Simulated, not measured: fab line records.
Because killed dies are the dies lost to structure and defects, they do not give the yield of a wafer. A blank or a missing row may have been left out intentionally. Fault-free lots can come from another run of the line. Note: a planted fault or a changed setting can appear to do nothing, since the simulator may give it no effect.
Matching of chambers / flow n5_finfet / N5_MOL_CONTACT_COAG_ETCH_106 on rie_diel-01 has 4 sister chambers
The step etches SOC in N2/H2, target depth 80 nm, overetch 16 nm, time 120 s. 4 wafers are shown with their chamber, then 7 later ones without.

WAFERS WITH THEIR CHAMBER
wafer=L085.2; chamber=0; showerhead_plenum_p_Torr (Torr)=2.41
wafer=L087.3; chamber=1; showerhead_plenum_p_Torr (Torr)=2.72
wafer=L088.3; chamber=2; showerhead_plenum_p_Torr (Torr)=2.58
wafer=L088.4; chamber=3; showerhead_plenum_p_Torr (Torr)=2.55

WAFERS MISSING THEIR CHAMBER
wafer=L088.5; showerhead_plenum_p_Torr (Torr)=2.72
wafer=L089.2; showerhead_plenum_p_Torr (Torr)=2.58
wafer=L089.4; showerhead_plenum_p_Torr (Torr)=2.40
wafer=L089.5; showerhead_plenum_p_Torr (Torr)=2.55
wafer=L093.2; showerhead_plenum_p_Torr (Torr)=2.55
wafer=L093.4; showerhead_plenum_p_Torr (Torr)=2.58
wafer=L093.6; showerhead_plenum_p_Torr (Torr)=2.55

WHICH CHAMBER EACH ONE RAN IN
wafer=L088.5; from the rows above=1; in truth=1
wafer=L089.2; from the rows above=2; in truth=2
wafer=L089.4; from the rows above=0; in truth=0
wafer=L089.5; from the rows above=3; in truth=3
wafer=L093.2; from the rows above=3; in truth=3
wafer=L093.4; from the rows above=2; in truth=2
wafer=L093.6; from the rows above=3; in truth=3
7 of 7 placed correctly. From these rows, 0 cannot be placed. 0 placed wrongly.
How it was worked out, from the rows above alone: a wafer's distance from a chamber is the root of the sum, over the readings, of the square of ((its reading less the chamber's mean) divided by the reading's scatter). The wafer belongs to the nearest chamber; if the next one is less than 2 further off, it can't be placed. A chamber's mean is the mean of its shown wafers. The scatter (one wafer shown for each chamber): square how far every hidden wafer sits from the nearest shown wafer, average those squares and take the square root.
